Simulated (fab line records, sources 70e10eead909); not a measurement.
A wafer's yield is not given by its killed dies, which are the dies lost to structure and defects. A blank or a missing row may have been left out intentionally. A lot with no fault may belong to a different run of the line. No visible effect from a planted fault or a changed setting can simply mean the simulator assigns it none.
Which tool is to blame? + flow nand_harc + 10 lots with 30 wafers sampled at 6 steps, on a route of 1159 steps

## WHAT THE GAUGES READ, wafer by wafer
NHARC_P_M1_CD_MEAS_09: target cd 130 nm. Usual: cd_nm 130.2 nm, standard deviation 0.59.
| lot  | measured     | on        | cd_nm (nm)                          | flag |
|------|--------------|-----------|-------------------------------------|------|
| L630 | day 6 09:41  | cd_sem-01 | 129.0 130.4 129.1                   |      |
| L632 | day 6 13:35  | cd_sem-01 | 130.2 130.4 130.5                   |      |
| L635 | day 7 04:10  | cd_sem-03 | 131.4 130.7 131.1                   |      |
| L639 | day 8 08:17  | cd_sem-02 | 130.1 130.5 130.2                   |      |
| L638 | day 8 09:01  | cd_sem-02 | 115.0 115.5 115.4 114.7 115.7 115.3 | OFF  |
| L641 | day 8 10:46  | cd_sem-03 | 118.7 118.9 119.8 119.1 119.0 119.1 | OFF  |
| L640 | day 8 12:00  | cd_sem-02 | 122.0 121.4 121.6 121.7 121.7 121.8 | OFF  |
| L642 | day 9 04:37  | cd_sem-01 | 122.9 123.5 123.4 122.5 123.1 123.4 | OFF  |
| L646 | day 9 23:38  | cd_sem-03 | 129.5 129.8 129.4                   |      |
| L653 | day 12 04:24 | cd_sem-02 | 130.1 130.1 129.8                   |      |

NHARC_END_SORT_01. Usual: defect_limited_yield 95.1 %, standard deviation 1.8; killed_at_array 29, standard deviation 11; killed_at_other 0.5, standard deviation 0.8; killed_at_periphery 3.5, standard deviation 2.8; killed_dies 33, standard deviation 12; killed_open 3.1, standard deviation 1.8; killed_short 1.8, standard deviation 1.4; sort_bin_2_pct 1.5 %, standard deviation 0.65; sort_bin_3_pct 0.24 %, standard deviation 0.21; sort_bin_4_pct 3.1 %, standard deviation 1.2; sort_n_pass 644, standard deviation 12; sort_rim_yield_pct 97.5 %, standard deviation 1.9; sort_yield_pct 95.1 %, standard deviation 1.8.
| lot  | measured     | on        | defect_limited_yield (%) | killed_at_array | killed_at_other | killed_at_periphery | killed_dies | killed_open | killed_short | sort_bin_2_pct (%) | sort_bin_3_pct (%) | sort_bin_4_pct (%) | sort_n_pass | sort_rim_yield_pct (%) | sort_yield_pct (%) | flag |
|------|--------------|-----------|--------------------------|-----------------|-----------------|---------------------|-------------|-------------|--------------|--------------------|--------------------|--------------------|-------------|------------------------|--------------------|------|
| L630 | day 19 21:14 | prober-02 | 98.5 97.9 99.0           | 9 11 5          | 0 0 0           | 1 3 2               | 10 14 7     | 2 5 4       | 2 1 1        | 0.3 0.6 0.4        | 0.30 0 0           | 0.9 1.5 0.6        | 667 663 670 | 100.0 97.2 99.1        | 98.5 97.9 99.0     |      |
| L632 | day 20 05:02 | prober-02 | 96.9 97.2 97.6           | 18 17 15        | 0 0 0           | 3 2 1               | 21 19 16    | 5 5 2       | 3 2 1        | 0.6 0.7 0.7        | 0.30 0 0.30        | 2.2 2.1 1.3        | 656 658 661 | 97.2 97.2 97.2         | 96.9 97.2 97.6     |      |
| L635 | day 21 04:28 | prober-02 | 97.9 97.9 97.6           | 13 11 12        | 0 0 0           | 1 3 4               | 14 14 16    | 1 2 4       | 1 1 1        | 0.3 0.7 0.6        | 0.30 0 0           | 1.5 1.3 1.8        | 663 663 661 | 99.1 99.1 99.1         | 97.9 97.9 97.6     |      |
| L639 | day 21 18:20 | prober-01 | 94.2 93.9 92.8           | 37 33 46        | 0 0 0           | 2 8 3               | 39 41 49    | 2 1 3       | 4 0 3        | 1.6 1.9 2.8        | 0.30 0.30 0        | 3.8 3.8 4.4        | 638 636 628 | 97.2 96.2 99.1         | 94.2 93.9 92.8     |      |
| L638 | day 21 22:52 | prober-02 | 90.4 92.8 89.8           | 40 35 46        | 0 0 0           | 25 14 23            | 65 49 69    | 1 1 1       | 3 1 1        | 4.3 3.4 4.9        | 0.15 0.30 0.15     | 5.2 3.5 5.2        | 612 628 608 | 85.8 88.7 90.6         | 90.4 92.8 89.8     | OFF  |
| L641 | day 22 02:53 | prober-01 | 96.0 96.9 96.2           | 17 16 14        | 0 0 0           | 10 5 12             | 27 21 26    | 1 3 8       | 3 3 2        | 2.2 0.7 1.9        | 0 0.15 0.15        | 1.8 2.2 1.8        | 650 656 651 | 94.3 100.0 96.2        | 96.0 96.9 96.2     |      |
| L640 | day 22 09:56 | prober-01 | 96.3 97.0 96.9           | 24 18 19        | 0 1 1           | 1 1 1               | 25 20 21    | 3 2 2       | 0 0 1        | 1.9 0.6 0.7        | 0.15 0 0.30        | 1.6 2.4 2.1        | 652 657 656 | 95.3 99.1 98.1         | 96.3 97.0 96.9     |      |
| L642 | day 22 09:09 | prober-02 | 95.6 95.1 94.7           | 25 33 35        | 1 0 0           | 4 0 1               | 30 33 36    | 6 3 3       | 3 2 2        | 1.0 1.9 1.8        | 0.30 0.15 0.59     | 3.1 2.8 3.0        | 647 644 641 | 98.1 99.1 91.5         | 95.6 95.1 94.7     |      |
| L646 | day 23 14:38 | prober-02 | 94.2 94.7 94.1           | 33 33 35        | 0 0 1           | 6 3 4               | 39 36 40    | 10 1 6      | 3 2 3        | 1.3 1.6 1.6        | 0.30 0.30 0.30     | 4.1 3.4 4.0        | 638 641 637 | 93.4 95.3 97.2         | 94.2 94.7 94.1     |      |
| L653 | day 25 17:10 | prober-01 | 93.9 93.4 95.3           | 36 44 30        | 0 0 0           | 5 1 2               | 41 45 32    | 4 4 4       | 2 2 2        | 1.5 2.1 1.8        | 0.59 0.59 0        | 4.0 4.0 3.0        | 636 632 645 | 98.1 96.2 99.1         | 93.9 93.4 95.3     |      |

## WHAT TOOL EACH LOT RAN ON (gives the tool, then ch and the chambers of the sampled wafers, and finally the start)
| lot  | NHARC_P_M0_ANNEAL_30             | NHARC_P_M1_EXPOSE_06               | NHARC_P_M1_ETCH_35                | NHARC_P_M1_ETCH_15                            |
|------|----------------------------------|------------------------------------|-----------------------------------|-----------------------------------------------|
| L630 | rtp_anneal-01 ch 0, day 6 07:31  | arfi_scanner-03 ch 0, day 6 09:33  | rie_diel-04 ch 0,1,3, day 6 09:58 | rie_diel-04 ch 0,1,2, day 19 21:14 or earlier |
| L632 | rtp_anneal-01 ch 0, day 6 11:22  | arfi_scanner-01 ch 0, day 6 13:26  | rie_diel-04 ch 0,1,3, day 6 13:52 | rie_diel-04 ch 1,3, day 20 05:02 or earlier   |
| L635 | rtp_anneal-01 ch 0, day 7 02:05  | arfi_scanner-03 ch 0, day 7 04:02  | rie_diel-04 ch 0,2, day 7 04:27   | rie_diel-04 ch 1,2, day 21 04:28 or earlier   |
| L639 | rtp_anneal-01 ch 0, day 8 06:04  | arfi_scanner-02 ch 0, day 8 08:08  | rie_diel-07 ch 0,2, day 8 08:33   | rie_diel-07 ch 0,2,3, day 21 18:20 or earlier |
| L638 | rtp_anneal-02 ch 0, day 8 06:40  | arfi_scanner-03 ch 0, day 8 08:52  | rie_diel-07 ch 0,1,2, day 8 11:38 | rie_diel-07 ch 0,2,3, day 21 22:52 or earlier |
| L641 | rtp_anneal-01 ch 0, day 8 08:44  | arfi_scanner-03 ch 0, day 8 10:38  | rie_diel-04 ch 0,1,2, day 8 12:10 | rie_diel-04 ch 0,3, day 22 02:53 or earlier   |
| L640 | rtp_anneal-01 ch 0, day 8 09:55  | arfi_scanner-03 ch 0, day 8 11:52  | rie_diel-04 ch 0,1,3, day 8 16:40 | rie_diel-04 ch 0,1,2, day 22 09:56 or earlier |
| L642 | rtp_anneal-01 ch 0, day 9 02:28  | arfi_scanner-03 ch 0, day 9 04:28  | rie_diel-08 ch 0,1,2, day 9 09:17 | rie_diel-08 ch 1,2,3, day 22 09:09 or earlier |
| L646 | rtp_anneal-02 ch 0, day 9 21:26  | arfi_scanner-01 ch 0, day 9 23:30  | rie_diel-04 ch 1,2,3, day 9 23:56 | rie_diel-04 ch 1,3, day 23 14:38 or earlier   |
| L653 | rtp_anneal-02 ch 0, day 12 02:14 | arfi_scanner-02 ch 0, day 12 04:16 | rie_diel-04 ch 2,3, day 12 04:41  | rie_diel-04 ch 1,2, day 25 17:10 or earlier   |
- NHARC_P_M0_ANNEAL_30: time 90 s.
- NHARC_P_M1_EXPOSE_06: exposes mask P M1, target cd 130 nm.
- NHARC_P_M1_ETCH_35: etches the open film in N2/H2, target depth 40 nm, overetch 12 nm, time 43.94 s.
- NHARC_P_M1_ETCH_15: etches the open film in C4F8/Ar, target depth 182.5 nm, time 91.2 s.

## WHAT THE TOOLS THEMSELVES READ (means of the sampled wafers that have a number; where no wafer has one, the mark that the record gives instead)
NHARC_P_M0_ANNEAL_30. Usual: wafer_temp_C_max 226.4, standard deviation 0.31.
| lot  | tool          | wafer_temp_C_max | flag |
|------|---------------|------------------|------|
| L630 | rtp_anneal-01 | 226.5            |      |
| L632 | rtp_anneal-01 | 226.4            |      |
| L635 | rtp_anneal-01 | 226.3            |      |
| L639 | rtp_anneal-01 | 226.6            |      |
| L638 | rtp_anneal-02 | 226.4            |      |
| L641 | rtp_anneal-01 | 226.8            |      |
| L640 | rtp_anneal-01 | 226.4            |      |
| L642 | rtp_anneal-01 | 226.8            |      |
| L646 | rtp_anneal-02 | 226.3            |      |
| L653 | rtp_anneal-02 | 226.2            |      |

NHARC_P_M1_EXPOSE_06. Usual: exposure_dose_mJ_cm2 81.89, standard deviation 0.083.
| lot  | tool            | exposure_dose_mJ_cm2 | flag |
|------|-----------------|----------------------|------|
| L630 | arfi_scanner-03 | 81.90                |      |
| L632 | arfi_scanner-01 | 81.79                |      |
| L635 | arfi_scanner-03 | 81.88                |      |
| L639 | arfi_scanner-02 | 82.03                |      |
| L638 | arfi_scanner-03 | 64.30                | OFF  |
| L641 | arfi_scanner-03 | 67.84                | OFF  |
| L640 | arfi_scanner-03 | 70.52                | OFF  |
| L642 | arfi_scanner-03 | 72.55                | OFF  |
| L646 | arfi_scanner-01 | 81.89                |      |
| L653 | arfi_scanner-02 | 81.92                |      |

NHARC_P_M1_ETCH_35. Usual: drypump_motor_current_A 5.7 A (standard deviation 0.48); mfc_ar_sccm 0.008 sccm (standard deviation 0.01); oes_product_au 0.996 a.u. (standard deviation 0.011); rf_fwd_power_W 395.4 W (standard deviation 1.6); rf_vpp_V 432.1 V (standard deviation 1.9); showerhead_plenum_p_Torr 2.10 Torr (standard deviation 0.064); throttle_valve_pct 14.171 % (standard deviation 0.0089).
| lot  | tool        | drypump_motor_current_A (A) | mfc_ar_sccm (sccm) | oes_product_au (a.u.) | rf_fwd_power_W (W) | rf_vpp_V (V) | showerhead_plenum_p_Torr (Torr) | throttle_valve_pct (%) | flag |
|------|-------------|-----------------------------|--------------------|-----------------------|--------------------|--------------|---------------------------------|------------------------|------|
| L630 | rie_diel-04 | 5.9                         | 0.006              | 1.006                 | 395.5              | 431.4        | 2.06                            | 14.165                 |      |
| L632 | rie_diel-04 | 6.0                         | 0.006              | 1.001                 | 395.3              | 430.9        | 2.06                            | 14.178                 |      |
| L635 | rie_diel-04 | 5.7                         | 0.000              | 0.991                 | 396.2              | 429.9        | 2.05                            | 14.167                 |      |
| L639 | rie_diel-07 | 5.5                         | 0.008              | 0.997                 | 394.7              | 431.0        | 2.08                            | 14.176                 |      |
| L638 | rie_diel-07 | 5.4                         | 0.008              | 0.999                 | 395.6              | 432.1        | 2.12                            | 14.166                 |      |
| L641 | rie_diel-04 | 5.8                         | 0.006              | 0.993                 | 395.2              | 430.7        | 2.05                            | 14.173                 |      |
| L640 | rie_diel-04 | 5.9                         | 0.006              | 1.001                 | 395.4              | 430.7        | 2.06                            | 14.166                 |      |
| L642 | rie_diel-08 | 5.5                         | 0.014              | 0.995                 | 395.2              | 433.0        | 2.14                            | 14.178                 |      |
| L646 | rie_diel-04 | 5.5                         | 0.006              | 0.990                 | 395.2              | 432.8        | 2.11                            | 14.173                 |      |
| L653 | rie_diel-04 | 5.1                         | 0.000              | 1.008                 | 395.9              | 434.1        | 2.15                            | 14.171                 |      |

NHARC_P_M1_ETCH_15. Usual: oes_product_au 0.954 a.u., standard deviation 0.022; rf_fwd_power_W 595.9 W, standard deviation 2.1; rf_vpp_V 442.6 V, standard deviation 1.9.
| lot  | tool        | oes_product_au (a.u.) | rf_fwd_power_W (W) | rf_vpp_V (V) | flag |
|------|-------------|-----------------------|--------------------|--------------|------|
| L630 | rie_diel-04 | 0.960                 | 596.5              | 440.1        |      |
| L632 | rie_diel-04 | 0.968                 | 596.4              | 443.1        |      |
| L635 | rie_diel-04 | 0.943                 | 594.0              | 442.9        |      |
| L639 | rie_diel-07 | 0.932                 | 595.8              | 441.9        |      |
| L638 | rie_diel-07 | 0.927                 | 595.6              | 440.8        |      |
| L641 | rie_diel-04 | 0.972                 | 595.3              | 441.1        |      |
| L640 | rie_diel-04 | 0.955                 | 594.9              | 441.5        |      |
| L642 | rie_diel-08 | 0.975                 | 594.3              | 443.8        |      |
| L646 | rie_diel-04 | 0.968                 | 596.4              | 443.1        |      |
| L653 | rie_diel-04 | 0.924                 | 593.9              | 441.3        |      |

## THE ANSWER, worked out from the rows above alone
Rule: take the mean of a lot's wafers that have a number; if it is more than 3 standard deviations from the usual mean, the lot is off. A lot without any number at a reading at which 4 lots or more have one is off too. All remaining lots with rows at the step are treated as sound. Order of review: gauges by route order, followed by the tools' own readings, for which a lot's mean as printed above is used. The first step at which some lot is off is used, and at that step the reading that is off furthest; a lot without a number counts as furthest.
Off: L638, L641, L640, L642, at NHARC_P_M1_CD_MEAS_09 (cd_nm).
If a tool, at a process step before that reading, ran all the lots that are off and no sound lot after the first of them, it fits. The gauges at NHARC_P_M1_CD_MEAS_09 aren't tried: what is off there is off at NHARC_P_M1_EXPOSE_06 too, on other tools, and a gauge's error can't cause that. One candidate fits, namely arfi_scanner-03 at NHARC_P_M1_EXPOSE_06. A fault onset in the window from L635 (day 7 04:02, its last sound lot) to L638 (day 8 08:52, its first lot off) fits.
The tool's own readings at NHARC_P_M1_EXPOSE_06 bear it out: on the lots that are off they differ by more than 5 times the standard deviation of the sound lots' means. exposure_dose_mJ_cm2 reads 68.80 there against 81.90 on the sound lots.

## WHAT THE SIMULATOR HAD PUT IN
Process parameters drifting: arfi_scanner-03 at NHARC_P_M1_EXPOSE_06, beginning at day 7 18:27. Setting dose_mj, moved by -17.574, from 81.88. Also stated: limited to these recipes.
Shown lots that were struck: L638, L641, L640, L642. The rule given above showed the same thing.
